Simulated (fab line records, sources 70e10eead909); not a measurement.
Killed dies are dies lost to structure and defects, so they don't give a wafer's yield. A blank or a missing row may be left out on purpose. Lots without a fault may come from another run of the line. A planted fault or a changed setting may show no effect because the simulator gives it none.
fab line records | flow nand_harc
record lots=11 wafers=33 last_day=25
route steps=1159 shown P_ZERO_WELL@61 P_STI@85 P_GATE@124 END@1159
lots that met no fault: from a run of the same line without faults
start_h: hours from the record's first day to the start of the lot's first wafer shown | wait_h: hours since the lot's step before | " the same as in the row above | L1.1+2: a row that stands for several wafers | - no value, or no start given | * or withheld: withheld | < > ~ a bound
route shown NAME@n: a module of which the file shows steps, and the number in the route of the first | usual: mean/standard deviation of fault-free wafers | same: alike in all rows | chamber/n: place in a boat | sites: the reading at each site | _std_site: their standard deviation | _edge_site: outer sites' mean less inner sites' | radius_mm: how far each site lies from the wafer's centre | mask NAME#n: copy n | behind: the tool/chamber that last shaped the wafer | hold: why the lot was held/for how many hours/how that ended | device: the transistor (n, p or np) that didn't switch | end of line: the same wafers' tests at the end of the route | a step without rows: its recipe alone | killed: dies lost to structure and defects at the first sort, not the wafer's yield | map: a wafer's dies, x killed, . not, _ none there
set.NAME: the setting as run; set.NAME@STEP: as run at that earlier step | model.NAME: the simulator's own value behind a step, which no gauge read
steps of the route over a sample of lots; a table a step, a row a wafer
services: from which hour (start_h, from the record's first day; less than 0 if before it) a tool's chamber was out of use, for how many hours, and why
## steps
# step NHARC_P_ZERO_WELL_DESCUM_54
# recipe time_s=3 o2_flow_sccm=200 ar_flow_sccm=0 bias_power_w=0 chemistry=O2
# usual drypump_motor_current_A=5.7/0.39 mfc_ar_sccm=0.013/0.013 oes_product_au=1.006/0.013 rf_vpp_V=57.9/0.87 showerhead_plenum_p_Torr=1.92/0.06 throttle_valve_pct=11.310/0.0091
# columns lot.wafer tool chamber start_h wait_h drypump_motor_current_A mfc_ar_sccm oes_product_au rf_hours_counter_h rf_vpp_V showerhead_plenum_p_Torr throttle_valve_pct
L262.2 rie_diel-01 0 17.97 - 5.7 0.029 0.990 2.6 57.7 1.89 11.316
L262.4 " 2 " " 6.0 0.007 0.979 2.1 57.1 1.80 11.318
L262.5 " 0 " " 5.7 0.029 0.977 - 58.0 1.89 11.300
L265.1 rie_diel-01 3 35.80 - 5.6 0.005 1.008 2.9 57.7 1.92 11.309
L265.4 " 0 " " 5.7 0.029 1.003 3.3 58.6 1.89 11.315
L265.6 " 2 " " 6.0 0.007 0.992 - 57.6 1.80 11.298
L268.3 rie_diel-01 0 54.00 - 5.7 0.029 0.997 4.6 58.5 1.89 11.309
L268.4 " 1 " " 5.3 0 1.015 4.8 59.3 1.95 11.324
L268.5 " 3 " " 5.7 0.005 1.002 - 57.9 1.92 11.310
L270.2 rie_diel-02 1 65.80 - 6.0 0 0.999 6.2 57.5 1.93 11.315
L270.3 " 0 " " 6.2 0.001 1.010 4.0 57.4 1.93 11.311
L270.5 " 2 " " 4.9 0.031 1.007 - 58.9 2.01 11.315
L274.3 rie_diel-02 0 89.99 - 6.3 0.001 1.013 5.5 59.3 1.93 11.300
L274.1 " 1 " " 6.0 0 0.994 7.8 58.2 1.93 11.309
L274.6 " 0 " " 6.2 0.001 0.998 - 57.8 1.93 11.324
L276.1 rie_diel-01 2 102.08 - 6.0 0.007 0.993 8.0 57.3 1.80 11.310
L276.2 " 0 " " 5.7 0.029 0.996 7.7 57.8 1.89 11.320
L276.4 " 1 " " 5.3 0 0.987 8.0 57.3 1.95 11.323
L279.1 rie_diel-05 1 120.33 - 5.2 0.014 1.034 9.7 58.0 1.92 11.311
L279.2 " 3 " " 6.1 0.000 0.998 8.4 57.9 2.00 11.313
L279.6 " 1 " " 5.2 0.014 1.033 - 58.1 1.92 11.316
L282.2 rie_diel-05 0 138.05 - 5.7 0.022 1.025 9.5 57.3 1.90 11.315
L282.3 " 2 " " 5.7 0.040 1.012 9.3 57.1 1.80 11.293
L282.4 " 3 " " 6.2 0.000 0.999 8.8 58.5 2.00 11.324
L283.4 rie_diel-05 2 143.87 - 5.7 0.040 1.010 9.5 57.6 1.80 11.305
L283.2 " 0 " " 5.7 0.022 1.014 9.6 59.0 1.90 11.306
L283.5 " 2 " " 5.7 0.040 1.008 - 57.1 1.80 11.310
L284.4 rie_diel-02 0 150.03 - 6.2 0.001 1.005 10.2 56.5 1.93 11.306
L284.1 " 1 " " 6.0 0 0.993 12.6 57.0 1.93 11.315
L284.3 " 2 " " 4.9 0.031 1.005 12.8 58.0 2.00 11.298
L285.4 rie_diel-05 0 156.58 - 5.7 0.022 1.024 11.5 58.5 1.90 11.326
L285.3 " 1 " " 5.2 0.014 1.023 12.3 59.2 1.92 11.320
L285.6 " 0 " " 5.7 0.022 1.030 - 59.0 1.90 11.301
# step NHARC_P_STI_INSPECT_11
# usual raw_defect_count=5.3/2.7
# columns lot.wafer tool chamber start_h wait_h raw_defect_count
L262.2 defect_inspect-02 - 33.24 0.0 5
L262.4 " - " " 4
L262.5 " - " " 1
L265.1 defect_inspect-01 - 50.58 0.0 8
L265.4 " - " " 3
L265.6 " - " " 7
L268.3 defect_inspect-02 - 71.25 0.0 12
L268.4 " - " " 7
L268.5 " - " " 3
L270.2 defect_inspect-01 - 85.20 0.0 4
L270.3 " - " " 5
L270.5 " - " " 5
L274.1 defect_inspect-01 - 107.02 0.0 7
L274.3 " - " " 5
L274.6 " - " " 6
L276.1 defect_inspect-02 - 119.21 0.0 7
L276.2 " - " " 4
L276.4 " - " " 7
L279.1 defect_inspect-01 - 140.16 0.0 4
L279.2 " - " " 7
L279.6 " - " " 8
L282.2 defect_inspect-01 - 155.11 0.0 9
L282.3 " - " " 11
L282.4 " - " " 5
L283.2 defect_inspect-01 - 160.92 0.0 7
L283.4 " - " " 5
L283.5 " - " " 3
L284.1 defect_inspect-02 - 169.58 0.0 6
L284.3 " - " " 5
L284.4 " - " " 4
L285.3 defect_inspect-01 - 173.92 0.0 9
L285.4 " - " " 9
L285.6 " - " " 7
# step NHARC_P_STI_PRECLEAN_38
# recipe time_s=* temp_c=50 bath_age_min=0 chemistry=SC1
# usual diw_flow_mL_min=1415/4.6
# columns lot.wafer tool chamber start_h wait_h diw_flow_mL_min
L262.4 wet_bench-04 7 56.72 - 1422
L262.5 " 0 " " 1421
L262.2 " 4 " " 1414
L265.1 wet_bench-03 2 70.16 - 1418
L265.6 " 4 " " 1411
L265.4 " 5 " " 1425
L268.4 wet_bench-04 5 94.31 - 1417
L268.5 " 6 " " 1407
L268.3 " 2 " " 1417
L270.3 wet_bench-03 0 102.74 - 1413
L270.5 " 2 " " 1418
L270.2 " 3 " " 1421
L274.6 wet_bench-01 1 137.35 - 1413
L274.1 " 3 " " 1408
L274.3 " 4 " " 1416
L276.4 wet_bench-03 0 137.39 - 1412
L276.2 " 1 " " 1415
L276.1 " 3 " " 1419
L279.6 wet_bench-04 2 159.34 - 1422
L279.1 " 3 " " 1412
L279.2 " 5 " " 1416
L282.4 wet_bench-04 7 175.83 - 1408
L282.2 " 1 " " 1412
L282.3 " 2 " " 1412
L283.5 wet_bench-04 5 182.45 - 1415
L283.4 " 7 " " 1417
L283.2 " 1 " " 1414
L284.1 wet_bench-01 2 189.42 - 1411
L284.4 " 3 " " 1417
L284.3 " 6 " " 1408
L285.3 wet_bench-03 0 197.59 - 1423
L285.4 " 2 " " 1416
L285.6 " 3 " " 1411
# step NHARC_P_STI_INSPECT_25
# usual raw_defect_count=218/87
# columns lot.wafer tool chamber start_h wait_h raw_defect_count
L262.2 defect_inspect-01 - 64.76 0.4 299
L262.4 " - " " 272
L262.5 " - " " 187
L265.1 defect_inspect-02 - 78.39 0.4 197
L265.4 " - " " 231
L265.6 " - " " 273
L268.3 defect_inspect-01 - 104.00 0.4 130
L268.4 " - " " 166
L268.5 " - " " 265
L270.2 defect_inspect-02 - 110.80 0.4 178
L270.3 " - " " 167
L270.5 " - " " 243
L274.1 defect_inspect-01 - 145.26 0.4 260
L274.3 " - " " 248
L274.6 " - " " 420
L276.1 defect_inspect-02 - 145.27 0.4 230
L276.2 " - " " 200
L276.4 " - " " 107
L279.1 defect_inspect-01 - 168.71 0.4 305
L279.2 " - " " 360
L279.6 " - " " 392
L282.2 defect_inspect-02 - 185.77 0.4 554
L282.3 " - " " 537
L282.4 " - " " 548
L283.2 defect_inspect-01 - 192.68 0.4 739
L283.4 " - " " 657
L283.5 " - " " 794
L284.1 defect_inspect-02 - 197.42 0.4 209
L284.3 " - " " 247
L284.4 " - " " 216
L285.3 defect_inspect-02 - 212.99 0.4 531
L285.4 " - " " 274
L285.6 " - " " 278
# step NHARC_P_GATE_DESCUM_13
# recipe time_s=3 o2_flow_sccm=200 ar_flow_sccm=0 bias_power_w=0 chemistry=O2
# usual drypump_motor_current_A=5.5/0.31 mfc_ar_sccm=0.005/0.0058 oes_product_au=1.000/0.017 rf_vpp_V=57.6/0.96 showerhead_plenum_p_Torr=1.89/0.08 throttle_valve_pct=11.313/0.01
# columns lot.wafer tool chamber start_h wait_h drypump_motor_current_A mfc_ar_sccm oes_product_au rf_hours_counter_h rf_vpp_V showerhead_plenum_p_Torr throttle_valve_pct
L262.4 rie_diel-13 3 73.29 - 4.9 0 1.019 49 56.3 1.82 11.316
L262.2 " 1 " " 5.6 0.005 1.000 48 57.4 1.88 11.317
L262.5 " 3 " " 4.9 0 1.002 - 57.7 1.82 11.315
L265.1 rie_diel-12 1 86.44 - 5.5 0.015 0.979 9 58.6 1.83 11.298
L265.4 " 2 " " 5.7 0 0.998 10 58.3 1.88 11.302
L265.6 " 1 " " 5.5 0.015 0.984 - 57.7 1.83 11.326
L268.3 rie_diel-10 1 112.50 - 6.3 0.009 1.004 35 55.7 1.78 11.318
L268.4 " 0 " " 6.3 0.018 0.993 35 60.2 2.04 11.307
L268.5 " 1 " " 6.3 0.009 1.000 - 57.8 1.78 11.325
L270.2 rie_diel-12 0 119.08 - 5.3 0.005 1.013 16 58.8 1.99 11.326
L270.3 " 3 " " 6.0 0.002 0.997 16 59.0 1.96 11.334
L270.5 " 1 " " 5.5 0.015 0.982 - 57.7 1.83 11.318
L274.1 rie_diel-10 3 153.66 - 6.0 0 1.012 54 58.8 1.98 11.317
L274.3 " 0 " " 6.3 0.018 0.990 51 60.6 2.04 11.306
L274.6 " 2 " " 5.6 0.006 1.000 - 58.1 1.87 11.319
L276.2 rie_diel-13 1 153.89 - 5.6 0.005 0.993 20 58.2 1.88 11.321
L276.1 " 2 " " 5.4 0 1.038 18 57.5 2.02 11.311
L276.4 " 3 " " 4.9 0 0.998 17 55.5 1.82 11.309
L279.1 rie_diel-12 1 176.91 - 5.5 0.015 0.969 26 57.5 1.83 11.319
L279.2 " 2 " " 5.8 0 1.002 27 56.5 1.87 11.306
L279.6 " 2 " " 5.7 0 0.991 - 57.8 1.87 11.308
L282.3 rie_diel-13 3 194.21 - 5.0 0 1.007 33 57.8 1.81 11.304
L282.2 " 1 " " 5.6 0.005 0.981 37 58.0 1.87 11.327
L282.4 " 2 " " 5.4 0 1.020 34 57.9 2.02 11.303
L283.4 rie_diel-13 1 202.01 - 5.6 0.005 0.971 41 58.7 1.87 11.303
L283.2 " 2 " " 5.4 0 1.021 37 59.0 2.01 11.331
L283.5 " 0 " " 5.3 0 1.033 - 58.4 1.77 11.316
L284.1 rie_diel-13 3 206.22 - 5.0 0 0.996 37 57.5 1.81 11.304
L284.3 " 0 " " 5.3 0 1.041 40 56.0 1.77 11.304
L284.4 " 1 " " 5.6 0.005 0.979 42 57.4 1.87 11.301
L285.3 rie_diel-12 2 221.21 - 5.7 0 0.997 3 56.9 1.87 11.309
L285.4 " 2 " " 5.7 0 0.999 - 57.9 1.87 11.306
L285.6 " 0 " " 5.3 0.005 0.992 - 58.0 1.98 11.334
# step NHARC_P_GATE_INSPECT_28
# usual raw_defect_count=6/3.1
# columns lot.wafer tool chamber start_h wait_h raw_defect_count
L262.2 defect_inspect-02 - 88.48 0.0 10
L262.4 " - " " 11
L262.5 " - " " 4
L265.1 defect_inspect-01 - 100.73 0.0 11
L265.4 " - " " 12
L265.6 " - " " 8
L268.3 defect_inspect-02 - 128.69 0.0 5
L268.4 " - " " 4
L268.5 " - " " 3
L270.2 defect_inspect-01 - 134.52 0.0 7
L270.3 " - " " 11
L270.5 " - " " 3
L274.1 defect_inspect-02 - 168.12 0.0 7
L274.3 " - " " 4
L274.6 " - " " 6
L276.1 defect_inspect-02 - 168.33 0.0 9
L276.2 " - " " 15
L276.4 " - " " 7
L279.1 defect_inspect-01 - 191.15 0.0 6
L279.2 " - " " 1
L279.6 " - " " 9
L282.2 defect_inspect-02 - 209.96 0.0 459
L282.3 " - " " 400
L282.4 " - " " 410
L283.2 defect_inspect-02 - 217.07 0.0 431
L283.4 " - " " 415
L283.5 " - " " 437
L284.1 defect_inspect-01 - 219.88 0.0 6
L284.3 " - " " 9
L284.4 " - " " 2
L285.3 defect_inspect-02 - 238.34 0.0 1
L285.4 " - " " 7
L285.6 " - " " 11
# step NHARC_P_GATE_INSPECT_68
# usual raw_defect_count=207/81
# columns lot.wafer tool chamber start_h wait_h raw_defect_count
L262.2 defect_inspect-01 - 107.39 0.1 289
L262.4 " - " " 271
L262.5 " - " " 207
L265.1 defect_inspect-01 - 120.42 0.2 153
L265.4 " - " " 198
L265.6 " - " " 265
L268.3 defect_inspect-01 - 147.40 0.1 146
L268.4 " - " " 166
L268.5 " - " " 233
L270.2 defect_inspect-02 - 153.02 0.1 204
L270.3 " - " " 149
L270.5 " - " " 245
L274.1 defect_inspect-01 - 187.17 0.2 216
L274.3 " - " " 225
L274.6 " - " " 403
L276.1 defect_inspect-02 - 187.95 0.2 203
L276.2 " - " " 173
L276.4 " - " " 114
L279.1 defect_inspect-01 - 212.52 0.2 256
L279.2 " - " " 279
L279.6 " - " " 401
L282.2 defect_inspect-01 - 230.89 0.1 555
L282.3 " - " " 515
L282.4 " - " " 554
L283.2 defect_inspect-01 - 235.92 0.1 686
L283.4 " - " " 603
L283.5 " - " " 716
L284.1 defect_inspect-01 - 238.22 0.2 188
L284.3 " - " " 231
L284.4 " - " " 168
L285.3 defect_inspect-01 - 256.79 0.1 448
L285.4 " - " " 188
L285.6 " - " " 275
# step NHARC_END_SORT_01
# recipe temp_c=25
# usual killed_at_array=27/10 killed_at_other=0.6/0.83 killed_at_periphery=2.4/1.8 killed_dies=30/10 killed_open=3.3/1.7 killed_short=1.8/1.4
# same gross_dies=677
# columns lot.wafer tool chamber start_h wait_h killed_at_array killed_at_other killed_at_periphery killed_dies killed_open killed_short
L276.1 prober-01 0 501.91 6.5 18 2 1 21 5 3
L276.2 prober-01 0 502.70 6.8 13 1 3 17 5 1
L276.4 prober-01 0 504.29 7.3 29 0 1 30 9 0
L274.1 prober-01 0 529.91 2.5 45 1 5 51 4 3
L274.3 prober-01 0 531.49 3.1 45 1 1 47 3 2
L274.6 prober-01 0 533.85 3.9 41 0 5 46 2 1
L282.2 prober-01 0 571.61 2.8 17 2 88 107 8 2
L282.3 prober-01 0 572.40 3.1 20 1 59 80 4 1
L282.4 prober-01 0 573.19 3.4 19 0 79 98 6 1
L283.2 prober-02 0 579.34 2.8 22 0 90 112 6 1
L283.4 prober-02 0 580.94 3.4 16 1 93 110 3 1
L283.5 prober-02 0 581.73 3.7 24 2 56 82 3 1
# killed by level:class
L276.1 A_CONTACT:chamber_film_flake=7 A_CHANNEL_HOLE_D1:chamber_film_flake=3 A_CONTACT:geometric_particle:short=2 THIN_TSV:chamber_film_flake=2 P_M1:geometric_particle:open=1 A_ONON_D1:geometric_particle:short=1 A_ONON_D1:geometric_particle:open=1 A_CHANNEL_FILL_D1:geometric_particle:open=1
L276.2 A_CHANNEL_HOLE_D1:chamber_film_flake=4 A_CONTACT:chamber_film_flake=3 P_M0:geometric_particle:open=1 A_CHANNEL_HOLE_D1:geometric_particle:open=1 A_SGD_CUT:geometric_particle:open=1 A_WL_FILL:geometric_particle:short=1 A_WL_FILL:geometric_particle:open=1 A_M0:geometric_particle:open=1
L276.4 A_CHANNEL_HOLE_D1:chamber_film_flake=10 A_STAIRCASE:chamber_film_flake=6 A_CONTACT:chamber_film_flake=5 A_CONTACT:geometric_particle:open=2 P_M0:geometric_particle:open=1 A_ONON_D1:geometric_particle:open=1 A_CHANNEL_FILL_D1:geometric_particle:open=1 A_SGD_CUT:geometric_particle:open=1
L274.1 A_CHANNEL_HOLE_D1:chamber_film_flake=19 A_SLIT:chamber_film_flake=13 A_STAIRCASE:chamber_film_flake=5 P_GATE:chamber_film_flake=2 P_M0:geometric_particle:open=1 P_M1:geometric_particle:short=1 A_SOURCE_PLATE:geometric_particle:open=1 A_BLC:geometric_particle:open=1
L274.3 A_CHANNEL_HOLE_D1:chamber_film_flake=21 A_SLIT:chamber_film_flake=13 A_CONTACT:chamber_film_flake=3 A_WL_FILL:chamber_film_flake=2 P_CONTACT:geometric_particle:open=1 A_SOURCE_PLATE:geometric_particle:open=1 A_ONON_D1:geometric_particle:short=1 A_WL_FILL:geometric_particle:short=1
L274.6 A_CHANNEL_HOLE_D1:chamber_film_flake=17 A_SLIT:chamber_film_flake=15 A_CONTACT:chamber_film_flake=5 A_STAIRCASE:chamber_film_flake=2 P_STI:geometric_particle:short=1 P_CONTACT:geometric_particle:open=1 A_CONTACT:geometric_particle:open=1 P_ZERO_WELL:chamber_film_flake=1
L282.2 P_STI:unspecified=86 A_CHANNEL_HOLE_D1:chamber_film_flake=4 A_CONTACT:geometric_particle:open=2 A_STAIRCASE:chamber_film_flake=2 THIN_TSV:chamber_film_flake=2 P_GATE:geometric_particle:open=1 A_SOURCE_PLATE:geometric_particle:open=1 A_CHANNEL_HOLE_D1:geometric_particle:open=1
L282.3 P_STI:unspecified=56 A_CHANNEL_HOLE_D1:chamber_film_flake=9 A_CONTACT:chamber_film_flake=6 P_GATE:chamber_film_flake=2 P_CONTACT:geometric_particle:open=1 A_CHANNEL_FILL_D1:geometric_particle:short=1 A_CONTACT:geometric_particle:open=1 A_M0:geometric_particle:open=1
L282.4 P_STI:unspecified=76 A_CHANNEL_HOLE_D1:chamber_film_flake=9 A_STAIRCASE:chamber_film_flake=3 A_CONTACT:geometric_particle:open=2 A_CONTACT:chamber_film_flake=2 P_GATE:geometric_particle:open=1 P_CONTACT:geometric_particle:open=1 A_ONON_D1:geometric_particle:open=1
L283.2 P_STI:unspecified=83 A_CHANNEL_HOLE_D1:chamber_film_flake=7 P_M2:chamber_film_flake=5 A_SGD_CUT:chamber_film_flake=4 A_CONTACT:chamber_film_flake=3 A_CONTACT:geometric_particle:open=2 A_SOURCE_PLATE:geometric_particle:open=1 A_CHANNEL_FILL_D1:geometric_particle:open=1
L283.4 P_STI:unspecified=81 A_CHANNEL_HOLE_D1:chamber_film_flake=8 P_M2:chamber_film_flake=7 P_GATE:chamber_film_flake=3 A_CONTACT:chamber_film_flake=3 P_GATE:geometric_particle:open=1 A_WL_FILL:geometric_particle:short=1 A_CONTACT:geometric_particle:open=1
L283.5 P_STI:unspecified=53 A_CHANNEL_HOLE_D1:chamber_film_flake=10 A_CONTACT:chamber_film_flake=5 A_SGD_CUT:chamber_film_flake=4 P_M2:chamber_film_flake=3 A_M0:geometric_particle:open=2 THIN_TSV:chamber_film_flake=2 A_CONTACT:geometric_particle:open=1
## services
# columns tool chamber start_h hours kind
rie_diel-10 - -0.50 9.0 pm
wet_bench-03 - 6.65 2.8 repair
rie_diel-02 0 7.10 15.0 repair
rie_diel-12 2 12.08 24.6 repair
rie_diel-02 1 17.94 3.8 repair
rie_diel-12 - 25.40 9.0 pm
rie_diel-02 0 32.63 5.3 repair
wet_bench-01 - 37.60 8.0 pm
rie_diel-02 - 63.44 2.2 repair
wet_bench-01 - 73.23 3.3 repair
rie_diel-13 - 99.00 9.0 pm
rie_diel-01 1 107.02 6.3 repair
rie_diel-12 3 111.95 6.8 repair
rie_diel-01 1 115.92 8.4 repair
rie_diel-01 - 138.11 9.0 pm
wet_bench-03 - 146.41 8.0 pm
rie_diel-02 - 150.79 9.0 pm
wet_bench-04 - 163.20 8.0 pm
rie_diel-05 - 163.60 9.0 pm
rie_diel-12 3 170.63 10.5 repair
rie_diel-01 3 188.51 1.5 repair
rie_diel-12 3 202.17 20.3 repair
rie_diel-12 - 202.40 9.0 pm
rie_diel-13 3 214.06 10.1 repair
## key
first_sign step=NHARC_P_STI_INSPECT_25 reading=raw_defect_count direction=up sigmas=4.8 usual=218 struck=638
effect step=NHARC_P_GATE_INSPECT_28 reading=raw_defect_count direction=up sigmas=99+ usual=6 struck=425
effect step=NHARC_P_GATE_INSPECT_68 reading=raw_defect_count direction=up sigmas=4.9 usual=207 struck=605
effect step=NHARC_END_SORT_01 reading=killed_at_periphery direction=up sigmas=42 usual=2.4 struck=77.5
more_kills_born_at NHARC_P_STI_PRECLEAN_38@wet_bench-04=435
met_at NHARC_P_STI_PRECLEAN_38
struck_lots L282,L283
tester_left_out L282,L283
not_acting_at NHARC_P_ZERO_WELL_DESCUM_54,NHARC_P_STI_INSPECT_11,NHARC_P_GATE_DESCUM_13
onset_between 159.34 175.83
fault kind=chamber_particle_source tool=wet_bench-04 chamber=- onset_h=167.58 steps=NHARC_P_STI_PRECLEAN_38 rate_per_visit_cm2=0.65704 end_h=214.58
# tester_left_out: of these lots the tester's yield and bins aren't shown, on N5 and GAA mostly nor the transistor test; their killed dies are dies lost to structure and defects alone, not to doping, threshold or leakage, so they don't give the yield
